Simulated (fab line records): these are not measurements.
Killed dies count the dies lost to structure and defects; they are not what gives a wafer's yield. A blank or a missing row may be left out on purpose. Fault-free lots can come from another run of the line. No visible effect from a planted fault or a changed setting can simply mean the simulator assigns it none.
fab line records ; flow nand-harc ; part 2 of 2: steps 35 to 42 of 42
[record] lots = 6; wafers = 18; last-day = 32
route steps=1302 shown A_ONON_D1@449 A_CHANNEL_HOLE_D1@450 END@1301
lots that met no fault: from a run of the same line without faults
start-h: hours from the record's opening day to when the first of the lot's shown wafers began ; wait-h: hours from the lot's prior step to this one ; " unchanged from the row above ; L1.1+2: several wafers, shown together as one row ; - either no value or no given start ; * or withheld: withheld ; < > ~ a bound
route shown NAME@n: NAME is a module with steps in the file, n the number in the route of the first one ; usual: the fault-free wafers' mean and standard deviation ; same: alike in all rows ; chamber/n: place in a boat ; sites: the reading at each site ; _std_site: how widely they spread, as a standard deviation ; _edge_site: outer sites' mean less inner sites' ; radius-mm: for every site, how far away it sits from the centre of the wafer ; mask NAME#n: copy n ; behind: the last tool/chamber to shape the wafer ; hold: what put the lot on hold/how long, in hours/how the hold closed ; device: which transistor (n, p or np) failed to switch ; end of line: the same wafers' tests at the end of the route ; a step with no rows: only its recipe ; killed: at the first sort, the dies lost to defects and structure; wafer yield is something else ; map: a wafer's dies, x killed, . not, _ none there
set.NAME: the setting as run; set.NAME@STEP: as run at that earlier step ; model.NAME: the simulator's own value behind a step, which no gauge read
certain route steps with their lots: each step a table, each wafer a row
services: a tool's chamber out of use, with start hour (start-h, from the record's first day; less than 0 if before it), hours out, and reason
[[steps]]
[step NHARC_A_CHANNEL_HOLE_D1_ETCH_44]
[recipe] target-depth-a = 1400; overetch-a = 140; time-s = 77; ion-energy-ev = 100; cf4-flow-sccm = 80; o2-flow-sccm = 20; ar-flow-sccm = 0; rf-w = 300; bias-w = 100; chemistry = CF4/O2
[usual] drypump-motor-current-A = 5.7/0.34; oes_ar_750_au = 1.000/0.0047; oes-product-au = 0.998/0.01; rf-vpp-V = 198.1/1.1; showerhead-plenum-p-Torr = 1.35/0.031; throttle-valve-pct = 13.398/0.0091
lot.wafer;tool;chamber;start-h;wait-h;drypump-motor-current-A;oes_ar_750_au;oes-product-au;rf-hours-counter-h;rf-vpp-V;showerhead-plenum-p-Torr;throttle-valve-pct;model.A_CHANNEL_HOLE_D1.cd-nm
L431.2;rie-diel-11;1;200.45;0.1;5.8;1.001;1.008;37;196.8;1.32;13.389;88.9
L431.3;rie-diel-11;3;200.45;0.1;5.1;1.001;1.000;36;197.1;1.35;13.405;88.21
L431.6;rie-diel-11;2;200.45;0.1;5.3;1.004;1.016;-;197.1;1.32;13.406;90.05
L432.3;rie-diel-03;2;217.49;0.1;5.9;0.998;1.012;10;199.7;1.38;13.403;88.78
L432.4;rie-diel-03;3;217.49;0.1;6.0;1.001;0.997;10;199.9;1.36;13.382;88.72
L432.6;rie-diel-03;2;217.49;0.1;5.9;0.997;1.010;-;198.3;1.38;13.395;88.92
L438.4;rie-diel-11;0;270.41;0.1;5.7;1.003;0.993;3;197.6;1.34;13.396;76.77
L438.2;rie-diel-11;3;270.41;0.1;5.1;1.006;1.007;2;196.5;1.34;13.376;75.8
L438.5;rie-diel-11;1;270.41;0.1;5.8;0.999;1.000;-;196.8;1.32;13.384;75.63
L439.1;rie-diel-03;1;291.87;0.1;5.5;0.997;0.994;0;198.4;1.33;13.403;77.2
L439.3;rie-diel-03;3;291.87;0.1;6.0;0.998;0.985;0;197.5;1.36;13.391;77.38
L439.4;rie-diel-03;0;291.87;0.1;5.6;1.000;0.989;0;198.4;1.34;13.399;78.63
L448.1;rie-diel-03;1;378.27;0.1;5.5;0.995;1.007;7;197.3;1.33;13.402;90.73
L448.2;rie-diel-03;2;378.27;0.1;5.9;0.993;1.016;6;198.6;1.38;13.403;90.22
L448.3;rie-diel-03;3;378.27;0.1;6.0;0.997;0.988;7;197.5;1.35;13.401;91
L449.1;rie-diel-03;2;402.46;0.1;5.9;1.008;0.986;7;199.1;1.38;13.409;90.08
L449.3;rie-diel-03;1;402.46;0.1;5.5;0.996;0.987;9;196.6;1.33;13.392;91.76
L449.4;rie-diel-03;3;402.46;0.1;6.0;1.003;0.982;-;197.5;1.35;13.410;91.95
[step NHARC_A_CHANNEL_HOLE_D1_STRIP_27]
[recipe] o2-flow-sccm = 500; ar-flow-sccm = 0; bias-w = 0; chemistry = O2
[step NHARC_A_CHANNEL_HOLE_D1_PRECLEAN_28]
[recipe] time-s = *; temp-c = 50; bath-age-min = 0; chemistry = SC1
[step NHARC_A_CHANNEL_HOLE_D1_SRD_29]
[step NHARC_A_CHANNEL_HOLE_D1_CD_MEAS_30]
[usual] cd-nm = 90.6/1.3
lot.wafer;tool;chamber;start-h;wait-h;cd-nm
L431.2;cd-sem-01;-;201.25;-;88.5
L431.3;cd-sem-01;-;201.25;-;88.6
L431.6;cd-sem-01;-;201.25;-;89.0
L432.3;cd-sem-02;-;218.29;-;89.2
L432.4;cd-sem-02;-;218.29;-;89.1
L432.6;cd-sem-02;-;218.29;-;88.8
L438.2;cd-sem-01;-;271.21;-;76.2
L438.4;cd-sem-01;-;271.21;-;77.0
L438.5;cd-sem-01;-;271.21;-;74.7
L439.1;cd-sem-01;-;292.66;-;76.7
L439.3;cd-sem-01;-;292.66;-;77.8
L439.4;cd-sem-01;-;292.66;-;78.9
L448.1;cd-sem-02;-;379.05;-;90.8
L448.2;cd-sem-02;-;379.05;-;90.0
L448.3;cd-sem-02;-;379.05;-;90.4
L449.1;cd-sem-02;-;403.38;-;89.4
L449.3;cd-sem-02;-;403.38;-;92.3
L449.4;cd-sem-02;-;403.38;-;92.4
[step NHARC_A_CHANNEL_HOLE_D1_XSEM_31]
[recipe] landing-energy-ev = 35000
[usual] bot-cd-nm = 75.2/1.4; bow-nm = 8.59/0.29; tilt-deg = 0.06/0.031
lot.wafer;tool;chamber;start-h;wait-h;bot-cd-nm;bow-nm;tilt-deg
L431.2;xsem-01;0;201.34;0.1;73.6;8.26;0.11
L431.3;xsem-01;0;201.34;0.1;73.6;8.28;0.11
L431.6;xsem-01;0;201.34;0.1;74.4;8.24;0.11
L432.3;xsem-02;0;218.38;0.1;73.3;8.68;0.09
L432.4;xsem-02;0;218.38;0.1;73.2;8.69;0.09
L432.6;xsem-02;0;218.38;0.1;72.7;8.62;0.09
L438.2;xsem-02;0;271.30;0.1;60.9;8.91;0.09
L438.4;xsem-02;0;271.30;0.1;61.8;8.87;0.09
L438.5;xsem-02;0;271.30;0.1;59.9;8.86;0.09
L439.1;xsem-02;0;292.75;0.1;61.4;8.98;0.05
L439.3;xsem-02;0;292.75;0.1;62.6;9.01;0.04
L439.4;xsem-02;0;292.75;0.1;63.6;8.94;0.05
L448.1;xsem-02;0;379.15;0.1;76.8;9.19;0.06
L448.2;xsem-02;0;379.15;0.1;75.3;9.05;0.06
L448.3;xsem-02;0;379.15;0.1;75.9;9.11;0.06
L449.1;xsem-02;0;403.47;0.1;73.9;8.43;0.02
L449.3;xsem-02;0;403.47;0.1;76.2;8.45;0.02
L449.4;xsem-02;0;403.47;0.1;76.0;8.41;0.02
[step NHARC_A_CHANNEL_HOLE_D1_INSPECT_40]
[usual] raw-defect-count = 74/26
lot.wafer;tool;chamber;start-h;wait-h;raw-defect-count
L431.2;defect-inspect-01;-;201.43;-;92
L431.3;defect-inspect-01;-;201.43;-;104
L431.6;defect-inspect-01;-;201.43;-;108
L432.3;defect-inspect-02;-;218.47;-;109
L432.4;defect-inspect-02;-;218.47;-;104
L432.6;defect-inspect-02;-;218.47;-;89
L438.2;defect-inspect-02;-;271.39;-;88
L438.4;defect-inspect-02;-;271.39;-;68
L438.5;defect-inspect-02;-;271.39;-;87
L439.1;defect-inspect-02;-;292.85;-;124
L439.3;defect-inspect-02;-;292.85;-;91
L439.4;defect-inspect-02;-;292.85;-;85
L448.1;defect-inspect-01;-;388.05;-;70
L448.2;defect-inspect-01;-;388.05;-;67
L448.3;defect-inspect-01;-;388.05;-;62
L449.1;defect-inspect-01;-;403.57;-;83
L449.3;defect-inspect-01;-;403.57;-;75
L449.4;defect-inspect-01;-;403.57;-;75
[step NHARC_END_WLT_00]
[usual] VT_DECK1_BOTTOM = 0.873/0.0067; VT_DECK1_BOTTOM_INNER = 0.873/0.0064; VT_DECK1_MEDIAN_NEAR_BOTTOM = 0.874/0.0067; VT_DECK1_MEDIAN_NEAR_BOTTOM_INNER = 0.873/0.007; VT_DECK1_MIDDLE = 0.885/0.0061; VT_DECK1_MIDDLE_INNER = 0.885/0.0057; VT_DECK1_TOP = 0.896/0.0065; VT_DECK1_TOP_INNER = 0.896/0.006; VT_DECK2_BOTTOM = 0.870/0.0069; VT_DECK2_BOTTOM_INNER = 0.870/0.0064; VT_DECK2_MEDIAN_NEAR_BOTTOM = 0.871/0.0068; VT_DECK2_MEDIAN_NEAR_BOTTOM_INNER = 0.871/0.0066; VT_DECK2_MIDDLE = 0.883/0.0064; VT_DECK2_MIDDLE_INNER = 0.883/0.0057; VT_DECK2_TOP = 0.895/0.0058; VT_DECK2_TOP_INNER = 0.895/0.006
lot.wafer;tool;chamber;start-h;wait-h;VT_DECK1_BOTTOM;VT_DECK1_BOTTOM_INNER;VT_DECK1_MEDIAN_NEAR_BOTTOM;VT_DECK1_MEDIAN_NEAR_BOTTOM_INNER;VT_DECK1_MIDDLE;VT_DECK1_MIDDLE_INNER;VT_DECK1_TOP;VT_DECK1_TOP_INNER;VT_DECK2_BOTTOM;VT_DECK2_BOTTOM_INNER;VT_DECK2_MEDIAN_NEAR_BOTTOM;VT_DECK2_MEDIAN_NEAR_BOTTOM_INNER;VT_DECK2_MIDDLE;VT_DECK2_MIDDLE_INNER;VT_DECK2_TOP;VT_DECK2_TOP_INNER
L431.2;prober-01;-;568.87;0.5;0.871;0.867;0.877;0.873;0.889;0.885;0.904;0.907;0.868;0.870;0.864;0.877;0.884;0.887;0.888;0.892
L431.3;prober-01;-;568.87;0.5;0.873;0.873;0.861;0.871;0.887;0.885;0.895;0.902;0.876;0.867;0.875;0.868;0.880;0.880;0.893;0.890
L431.6;prober-01;-;570.88;2.6;0.873;0.871;0.878;0.874;0.898;0.891;0.900;0.904;0.862;0.867;0.868;0.861;0.884;0.884;0.896;0.905
L432.3;prober-02;-;588.97;1.1;0.865;0.865;0.874;0.872;0.887;0.883;0.892;0.895;0.876;0.879;0.875;0.871;0.887;0.884;0.902;0.900
L432.4;prober-02;-;588.97;1.1;0.869;0.869;0.872;0.874;0.872;0.885;0.901;0.898;0.873;0.873;0.874;0.878;0.893;0.883;0.899;0.905
L432.6;prober-02;-;590.50;2.6;0.861;0.867;0.875;0.867;0.889;0.889;0.887;0.896;0.867;0.874;0.869;0.874;0.884;0.885;0.899;0.896
L438.2;prober-01;-;652.12;0.5;0.817;0.819;0.821;0.820;0.841;0.845;0.856;0.855;0.872;0.880;0.877;0.874;0.881;0.889;0.889;0.901
L438.4;prober-01;-;653.12;1.5;0.817;0.824;0.827;0.820;0.842;0.839;0.855;0.850;0.876;0.870;0.867;0.872;0.886;0.880;0.895;0.889
L438.5;prober-01;-;653.12;1.5;0.813;0.815;0.816;0.809;0.826;0.842;0.853;0.857;0.864;0.873;0.867;0.864;0.872;0.877;0.892;0.895
L439.1;prober-02;-;674.62;0.0;0.827;0.827;0.826;0.833;0.849;0.843;0.861;0.861;0.887;0.872;0.879;0.886;0.895;0.890;0.902;0.903
L439.3;prober-02;-;675.63;1.0;0.838;0.837;0.835;0.832;0.847;0.843;0.861;0.869;0.867;0.874;0.875;0.870;0.894;0.885;0.892;0.909
L439.4;prober-02;-;675.63;1.0;0.834;0.842;0.837;0.837;0.857;0.845;0.860;0.863;0.878;0.870;0.879;0.873;0.886;0.886;0.901;0.900
L448.1;prober-02;-;750.29;0.1;0.870;0.865;0.873;0.872;0.885;0.883;0.891;0.891;0.859;0.865;0.863;0.861;0.876;0.879;0.889;0.895
L448.2;prober-02;-;750.29;0.1;0.868;0.872;0.869;0.867;0.885;0.880;0.892;0.884;0.869;0.868;0.871;0.869;0.879;0.881;0.885;0.896
L448.3;prober-02;-;750.29;0.1;0.870;0.870;0.870;0.873;0.887;0.880;0.896;0.895;0.859;0.865;0.869;0.863;0.879;0.874;0.890;0.886
L449.1;prober-02;-;772.16;3.7;0.870;0.874;0.881;0.869;0.887;0.890;0.902;0.890;0.867;0.861;0.869;0.864;0.890;0.881;0.896;0.893
L449.3;prober-02;-;773.16;4.7;0.877;0.874;0.873;0.874;0.891;0.885;0.895;0.893;0.867;0.868;0.871;0.860;0.880;0.879;0.891;0.892
L449.4;prober-02;-;773.16;4.7;0.872;0.880;0.880;0.882;0.882;0.884;0.894;0.893;0.877;0.874;0.877;0.871;0.873;0.882;0.898;0.898
[[services]]
tool;chamber;start-h;hours;kind
litho-track-06;-;179.00;7.0;pm
rie-diel-03;0;186.80;-;clean
rie-diel-03;1;186.80;-;clean
rie-diel-03;2;186.80;-;clean
rie-diel-03;3;186.80;-;clean
litho-track-04;-;203.00;7.0;pm
rie-diel-11;3;219.02;2.5;repair
acl-dep-02;-;241.02;13.0;pm
rie-diel-11;0;245.17;6.2;repair
rie-diel-11;-;255.55;9.0;pm
rie-diel-07;0;274.93;4.5;repair
rie-diel-11;-;276.35;1.8;repair
rie-diel-03;-;281.30;9.0;pm
rie-diel-07;-;297.08;9.0;pm
har-etch-01;-;300.16;0.5;repair
acl-dep-03;-;301.04;13.0;pm
rie-diel-07;3;308.00;21.3;repair
rie-diel-11;0;334.16;9.1;repair
litho-track-06;-;354.00;7.0;pm
rie-diel-11;-;369.59;0.5;repair
xsem-01;-;374.00;14.0;pm
har-etch-02;-;377.98;17.0;pm
litho-track-04;-;378.00;7.0;pm
rie-diel-03;2;389.13;8.5;repair
[[key]]
[first-sign] step = NHARC_A_CHANNEL_HOLE_D1_PEB_08; reading = plate-temp-C; direction = down; sigmas = 35; usual = *; struck = *
[effect] step = NHARC_A_CHANNEL_HOLE_D1_PEB_08; reading = heater-power-total-W; direction = down; sigmas = 21; usual = *; struck = *
[effect] step = NHARC_A_CHANNEL_HOLE_D1_CD_MEAS_10; reading = cd-nm; direction = down; sigmas = 30; usual = 100.0; struck = 86.3
[effect] step = NHARC_A_CHANNEL_HOLE_D1_CD_MEAS_18; reading = cd-nm; direction = down; sigmas = 7; usual = 99.2; struck = 84.7
[effect] step = NHARC_A_CHANNEL_HOLE_D1_CD_MEAS_30; reading = cd-nm; direction = down; sigmas = 10; usual = 90.6; struck = 76.9
[effect] step = NHARC_A_CHANNEL_HOLE_D1_XSEM_31; reading = bot-cd-nm; direction = down; sigmas = 9.9; usual = 75.2; struck = 61.7
[effect] step = NHARC_END_WLT_00; reading = VT_DECK1_MIDDLE_INNER; direction = down; sigmas = 7.4; usual = 0.885; struck = 0.843
[model-effect] step = NHARC_A_CHANNEL_HOLE_D1_DESCUM_15; value = A_CHANNEL_HOLE_D1.cd-nm; without = 99.77; struck = 86.39
[model-effect] step = NHARC_A_CHANNEL_HOLE_D1_ETCH_44; value = A_CHANNEL_HOLE_D1.cd-nm; without = 90.28; struck = 76.9
met-at NHARC_A_CHANNEL_HOLE_D1_PEB_08
struck-wafers L438.2,L438.4,L438.5,L439.1,L439.3,L439.4
sort-left-out L438.2,L438.4,L438.5,L439.1,L439.3,L439.4
tester-left-out L438,L439
onset-between 207.11 264.24
[fault] kind = process-parameter-drift; tool = litho-track-06; chamber = -; onset-h = 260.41; steps = NHARC_A_CHANNEL_HOLE_D1_PEB_08; channel = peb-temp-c; offset = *; shape = step; end-h = 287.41; acts-in = *; stated = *
// tester-left-out: of these lots the tester's yield and bins aren't shown, on N5 and GAA mostly nor the transistor test; their killed dies are dies lost to structure and defects alone, not to doping, threshold or leakage, so they don't give the yield
// sort-left-out: the simulated sort isn't trusted on such a fault, so these wafers' sort isn't shown, and their yield isn't known
